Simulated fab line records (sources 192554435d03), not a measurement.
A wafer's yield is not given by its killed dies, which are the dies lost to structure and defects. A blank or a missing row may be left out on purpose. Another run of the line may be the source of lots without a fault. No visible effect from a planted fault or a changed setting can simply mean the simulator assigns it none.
fab line records	flow n5-finfet	part 2 of 2: steps 5 to 6 of 6
record lots=22	wafers=66	last-day=17
route steps=1938 shown BEOL_M8@1333
lots that met no fault: from a run of the same line without faults
start-h: hours from the record's first day to the start of the lot's first wafer shown	wait-h: hours from the lot's prior step to this one	" same as the row above	L1.1+2: a row that stands for several wafers	- no value, or no start was given	* or withheld: withheld	< > ~ a bound
route shown NAME@n: a module of which the file shows steps, and the number in the route of the first	usual: the fault-free wafers' mean and standard deviation	same: alike in all rows	chamber/n: place in a boat	sites: per-site readings	_std_site: their standard deviation	_edge_site: mean of outer sites minus mean of inner sites	radius-mm: how far each site lies from the wafer's centre	mask NAME#n: copy n	behind: the last tool/chamber to shape the wafer	hold: what put the lot on hold/how long, in hours/how the hold closed	device: transistor that didn't switch, given as n, p or np	end of line: the route-end tests of the same wafers	a step without rows: its recipe alone	killed: dies lost to structure and defects at the first sort, not the wafer's yield	map: per-die view of a wafer (x killed, . not killed, _ where there is no die)
set.NAME: the setting the step ran with; set.NAME@STEP: the setting that earlier step ran with	model.NAME: the simulator's own value behind a step, which no gauge read
steps of the route over a sample of lots; a table a step, a row a wafer
services: the hour from which a tool's chamber was out of use, counted from the record's first day as start-h (under 0 if before that day), plus the number of hours and why
## steps
# step N5_BEOL_M8_VIA_ETCH_34
# recipe chemistry=C4F6/O2	target=SiCOH_lowk	target-depth-a=1255	mask-material=SOC	taper-deg=4	time-s=50.5	ion-energy-ev=250	pressure-mtorr=30	source-w=345	bias-w=185	Ar_flow_sccm=300	C4F6_flow_sccm=10	O2_flow_sccm=10
# usual drypump-motor-current-A=5.6/0.54	mfc-ar-sccm=299.8/0.96	oes_o_777_au=0.82/0.053	oes-product-au=0.82/0.059	rf-vpp-V=666/7	showerhead-plenum-p-Torr=2.87/0.11	throttle-valve-pct=20.84/0.14
lot.wafer	tool	chamber	start-h	wait-h	drypump-motor-current-A	mfc-ar-sccm	oes_o_777_au	oes-product-au	rf-hours-counter-h	rf-vpp-V	showerhead-plenum-p-Torr	throttle-valve-pct
L074.4	rie-diel-02	0	186.88	0.0	5.8	300.5	0.85	0.85	45	658	2.91	20.64
L074.5	"	1	"	"	5.6	299.2	0.86	0.83	-	661	2.86	20.54
L074.6	"	2	"	"	5.8	300.2	0.85	0.80	-	655	2.98	20.73
L075.2	rie-diel-02	1	205.91	0.0	5.6	301.0	0.84	0.82	73	660	2.86	20.53
L075.3	"	2	"	"	5.7	301.2	0.85	0.81	91	652	2.98	20.74
L075.4	"	0	"	"	5.8	298.5	0.84	0.85	52	658	2.90	20.66
L077.2	rie-diel-01	0	211.53	0.0	6.1	301.4	0.72	0.71	242	655	2.70	21.16
L077.4	"	1	"	"	5.3	300.6	0.69	0.67	230	664	2.81	21.00
L077.5	"	2	"	"	6.4	299.5	0.90	0.91	-	660	2.78	20.67
L076.1	rie-diel-01	2	213.64	0.0	6.4	298.2	0.90	0.92	11	661	2.78	20.66
L076.3	"	3	"	"	5.7	300.0	0.84	0.82	54	666	2.76	20.84
L076.4	"	1	"	"	5.3	300.4	0.69	0.67	231	664	2.81	20.97
L078.1	rie-diel-02	3	222.92	0.0	4.8	300.0	0.80	0.81	89	664	2.74	20.94
L078.2	"	1	"	"	5.6	299.6	0.84	0.81	79	661	2.86	20.55
L078.4	"	0	"	"	5.8	298.9	0.84	0.82	58	658	2.90	20.66
L080.1	rie-diel-02	1	232.18	0.0	5.6	301.0	0.84	0.82	82	662	2.86	20.55
L080.5	"	2	"	"	5.7	299.4	0.84	0.79	-	653	2.98	20.71
L080.6	"	1	"	"	5.6	300.1	0.84	0.81	-	661	2.86	20.56
L079.2	rie-diel-06	2	232.23	0.0	5.4	300.4	0.88	0.87	53	672	3.01	21.01
L079.3	"	1	"	"	6.7	300.2	0.79	0.78	127	666	2.73	20.89
L079.5	"	2	"	"	5.5	299.1	0.87	0.87	-	671	3.01	21.00
L081.2	rie-diel-06	0	236.51	0.0	5.3	300.1	0.85	0.86	38	674	3.01	20.85
L081.3	"	1	"	"	6.7	299.0	0.79	0.77	128	665	2.72	20.88
L081.5	"	3	"	"	5.1	298.3	0.83	0.84	-	679	2.98	20.82
L082.1	rie-diel-06	3	250.09	0.0	5.2	298.9	0.83	0.82	75	679	2.98	20.82
L082.4	"	1	"	"	6.7	299.8	0.78	0.77	132	668	2.72	20.90
L082.6	"	1	"	"	6.7	298.3	0.78	0.77	-	666	2.72	20.90
L083.1	rie-diel-02	2	252.07	0.0	5.7	299.0	0.83	0.78	107	652	2.97	20.73
L083.2	"	0	"	"	5.8	300.3	0.82	0.82	71	658	2.90	20.70
L083.5	"	2	"	"	5.7	299.0	0.83	0.78	-	653	2.97	20.76
L084.1	rie-diel-06	1	254.33	0.0	6.6	299.8	0.78	0.77	134	665	2.72	20.91
L084.2	"	3	"	"	5.1	302.4	0.82	0.83	76	679	2.98	20.83
L084.4	"	2	"	"	5.4	302.2	0.86	0.86	60	671	3.01	21.03
L085.2	rie-diel-06	0	258.56	0.0	5.3	299.0	0.85	0.86	46	673	3.00	20.87
L085.5	"	2	"	"	5.4	300.2	0.86	0.85	-	669	3.01	21.03
L085.6	"	3	"	"	5.1	299.8	0.82	0.82	-	680	2.98	20.81
L086.1	rie-diel-02	1	284.66	0.0	5.6	300.6	0.82	0.79	94	662	2.85	20.57
L086.3	"	0	"	"	5.8	300.0	0.80	0.81	85	659	2.89	20.71
L086.4	"	1	"	"	5.5	300.9	0.82	0.80	-	661	2.85	20.58
L087.3	rie-diel-06	1	285.08	0.0	6.6	300.0	0.77	0.77	145	665	2.72	20.91
L087.4	"	0	"	"	5.3	299.6	0.84	0.84	54	673	3.00	20.88
L087.6	"	1	"	"	6.6	301.3	0.78	0.77	-	664	2.72	20.92
L089.4	rie-diel-06	3	293.45	0.0	5.1	300.7	0.82	0.80	88	678	2.97	20.84
L089.5	"	3	"	"	5.2	299.9	0.82	0.82	-	679	2.97	20.82
L089.6	"	2	"	"	5.4	298.1	0.85	0.84	-	671	3.00	21.05
L088.3	rie-diel-01	3	293.53	0.0	5.7	301.2	0.80	0.79	85	666	2.75	20.90
L088.5	"	1	"	"	5.3	301.2	0.99	1.00	-	664	2.80	20.72
L088.6	"	0	"	"	6.1	301.6	0.94	0.96	-	667	3.04	20.82
L090.3	rie-diel-02	3	299.98	0.0	4.8	299.3	0.78	0.77	123	664	2.73	20.97
L090.5	"	0	"	"	5.8	301.6	0.79	0.79	-	659	2.89	20.70
L090.6	"	3	"	"	4.7	300.5	0.77	0.78	-	663	2.73	20.97
L092.1	rie-diel-06	0	307.52	0.0	5.3	299.6	0.82	0.83	61	672	3.00	20.87
L092.3	"	1	"	"	6.7	299.8	0.77	0.76	152	665	2.71	20.92
L092.6	"	0	"	"	5.3	299.0	0.83	0.82	-	673	3.00	20.88
L094.1	rie-diel-01	2	309.34	0.0	6.3	298.3	0.83	0.85	48	660	2.77	20.72
L094.2	"	0	"	"	6.1	299.2	0.93	0.93	12	667	3.03	20.82
L094.6	"	3	"	"	5.7	300.6	0.79	0.77	-	667	2.75	20.90
L095.1	rie-diel-01	3	336.30	0.0	5.8	299.8	0.79	0.78	99	666	2.74	20.93
L095.5	"	2	"	"	6.3	300.6	0.82	0.84	-	659	2.76	20.74
L095.6	"	3	"	"	5.7	299.5	0.78	0.77	-	666	2.74	20.93
L096.1	rie-diel-06	1	343.13	0.0	6.7	299.2	0.76	0.74	164	665	2.71	20.96
L096.2	"	2	"	"	5.4	299.2	0.83	0.82	91	671	2.99	21.07
L096.6	"	2	"	"	5.4	298.9	0.82	0.82	-	670	2.99	21.07
L097.1	rie-diel-06	3	353.47	0.0	5.2	298.2	0.79	0.79	108	680	2.96	20.86
L097.3	"	0	"	"	5.3	299.1	0.81	0.81	76	673	2.99	20.91
L097.5	"	2	"	"	5.5	300.2	0.82	0.80	-	671	2.99	21.07
# step N5_BEOL_M8_CD_MEAS_35
# recipe target-cd-nm=40	polarity=opening
# usual cd-nm=40.3/0.63
lot.wafer	tool	chamber	start-h	wait-h	cd-nm
L074.4	cd-sem-02	-	187.29	0.0	40.3
L074.5	"	-	"	"	39.1
L074.6	"	-	"	"	39.3
L075.2	cd-sem-01	-	206.31	0.0	40.0
L075.3	"	-	"	"	39.5
L075.4	"	-	"	"	40.5
L077.2	cd-sem-03	-	211.93	0.0	38.8
L077.4	"	-	"	"	40.5
L077.5	"	-	"	"	40.1
L076.1	cd-sem-01	-	214.04	0.0	41.5
L076.3	"	-	"	"	40.5
L076.4	"	-	"	"	40.1
L078.1	cd-sem-01	-	223.34	0.0	40.1
L078.2	"	-	"	"	40.7
L078.4	"	-	"	"	41.0
L080.1	cd-sem-01	-	232.58	0.0	40.2
L080.5	"	-	"	"	40.0
L080.6	"	-	"	"	40.9
L079.2	cd-sem-02	-	232.63	0.0	39.7
L079.3	"	-	"	"	40.4
L079.5	"	-	"	"	41.6
L081.2	cd-sem-02	-	236.92	0.0	39.3
L081.3	"	-	"	"	40.5
L081.5	"	-	"	"	39.7
L082.1	cd-sem-01	-	250.49	0.0	40.6
L082.4	"	-	"	"	40.5
L082.6	"	-	"	"	41.3
L083.1	cd-sem-02	-	252.57	0.0	39.7
L083.2	"	-	"	"	38.4
L083.5	"	-	"	"	39.5
L084.1	cd-sem-01	-	254.73	0.0	40.6
L084.2	"	-	"	"	39.2
L084.4	"	-	"	"	40.0
L085.2	cd-sem-02	-	258.96	0.0	40.5
L085.5	"	-	"	"	41.8
L085.6	"	-	"	"	40.7
L086.1	cd-sem-02	-	285.06	0.0	40.3
L086.3	"	-	"	"	41.0
L086.4	"	-	"	"	40.4
L087.3	cd-sem-01	-	285.50	0.0	40.7
L087.4	"	-	"	"	40.8
L087.6	"	-	"	"	39.5
L088.3	cd-sem-03	-	293.94	0.0	40.0
L088.5	"	-	"	"	39.6
L088.6	"	-	"	"	40.3
L089.4	cd-sem-02	-	293.95	0.0	40.8
L089.5	"	-	"	"	41.2
L089.6	"	-	"	"	40.8
L090.3	cd-sem-02	-	300.39	0.0	40.0
L090.5	"	-	"	"	40.3
L090.6	"	-	"	"	41.0
L092.1	cd-sem-03	-	307.93	0.0	40.4
L092.3	"	-	"	"	39.9
L092.6	"	-	"	"	40.9
L094.1	cd-sem-01	-	309.74	0.0	40.0
L094.2	"	-	"	"	41.0
L094.6	"	-	"	"	41.5
L095.1	cd-sem-03	-	336.70	0.0	40.5
L095.5	"	-	"	"	39.9
L095.6	"	-	"	"	41.3
L096.1	cd-sem-02	-	343.53	0.0	39.7
L096.2	"	-	"	"	40.3
L096.6	"	-	"	"	40.4
L097.1	cd-sem-02	-	353.88	0.0	41.1
L097.3	"	-	"	"	41.0
L097.5	"	-	"	"	40.5
## services
tool	chamber	start-h	hours	kind
uv-cure-01	-	162.00	5.0	pm
uv-cure-01	-	171.95	1.5	repair
rie-diel-06	3	219.51	1.4	repair
rie-diel-01	0	239.19	-	clean
rie-diel-01	0	239.19	-	consumable-replace:focus-ring
rie-diel-01	0	239.19	-	consumable-replace:showerhead
rie-diel-01	0	239.19	32.1	scheduled-down
rie-diel-01	0	239.19	32.1	vent-cycle
rie-diel-02	1	259.35	18.6	repair
rie-diel-01	1	271.35	-	clean
rie-diel-01	1	271.35	-	consumable-replace:focus-ring
rie-diel-01	1	271.35	14.4	scheduled-down
rie-diel-01	1	271.35	14.4	vent-cycle
uv-cure-03	-	322.08	8.3	repair
rie-diel-02	3	329.31	13.5	repair
